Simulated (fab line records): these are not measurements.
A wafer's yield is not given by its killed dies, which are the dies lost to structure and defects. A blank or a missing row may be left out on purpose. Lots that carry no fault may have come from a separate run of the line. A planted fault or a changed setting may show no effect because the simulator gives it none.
Chamber matching	flow n5-finfet	N5_BEOL_M5_VIA_ETCH_34 on rie-diel-06: 4 sister chambers
The step etches SiCOH lowk in C4F6/O2, target depth 88.3 nm, time 39.2 s. 20 wafers are shown with their chamber, then 10 later ones without.

== WAFERS, EACH WITH ITS CHAMBER ==
wafer	chamber	showerhead-plenum-p-Torr (Torr)	drypump-motor-current-A (A)	rf-vpp-V (V)
L074.2	2	2.87	5.8	664
L074.3	0	2.83	5.4	659
L074.4	3	2.80	5.2	662
L076.2	2	2.87	5.8	663
L076.3	3	2.80	5.2	662
L076.5	3	2.80	5.2	662
L075.4	2	2.87	5.8	665
L075.5	0	2.83	5.4	661
L075.6	3	2.79	5.2	661
L079.2	3	2.79	5.2	660
L079.5	1	3.03	5.7	668
L079.6	2	2.87	5.8	666
L080.2	1	3.03	5.7	669
L080.3	3	2.79	5.1	663
L080.6	3	2.79	5.2	660
L086.4	0	2.82	5.4	659
L086.5	0	2.82	5.4	658
L086.6	3	2.79	5.2	661
L089.3	0	2.82	5.4	658
L089.4	3	2.79	5.2	662

SIGNATURES (averages over the wafers above)
reading	chamber 0	chamber 1	chamber 2	chamber 3	scatter within a chamber
showerhead-plenum-p-Torr	2.8240	3.0300	2.8700	2.7933	0.00447
drypump-motor-current-A	5.400	5.700	5.800	5.189	0.0236
rf-vpp-V	659.00	668.50	664.50	661.44	1.11
Rule: a wafer lies at a distance from a chamber equal to the root of the sum of squares, over the readings, of (its reading less the chamber's mean, divided by the reading's scatter). If the next closest chamber is less than 2 further off than the closest, the wafer can't be placed; otherwise it belongs to the closest. The scatter is the square root of a quotient: the sum, over the shown wafers, of each reading's squared deviation from its chamber's mean, divided by wafers minus chambers.

== WAFERS WITHOUT THEIR CHAMBER ==
wafer	showerhead-plenum-p-Torr (Torr)	drypump-motor-current-A (A)	rf-vpp-V (V)
L089.5	3.02	5.7	669
L090.2	2.82	5.4	659
L090.3	2.78	5.2	661
L090.4	3.02	5.7	670
L093.1	2.86	5.8	664
L093.3	2.82	5.4	656
L093.6	2.82	5.4	658
L096.4	3.01	5.7	668
L096.5	2.78	5.1	661
L096.6	2.85	5.8	664

== WHICH CHAMBER EACH ONE RAN IN ==
wafer	from the rows above	in truth
L089.5	1	1
L090.2	0	0
L090.3	3	3
L090.4	1	1
L093.1	2	2
L093.3	0	0
L093.6	0	0
L096.4	1	1
L096.5	3	3
L096.6	2	2
10 of 10 placed correctly. Not placeable from these rows: 0. Placed wrongly: 0.
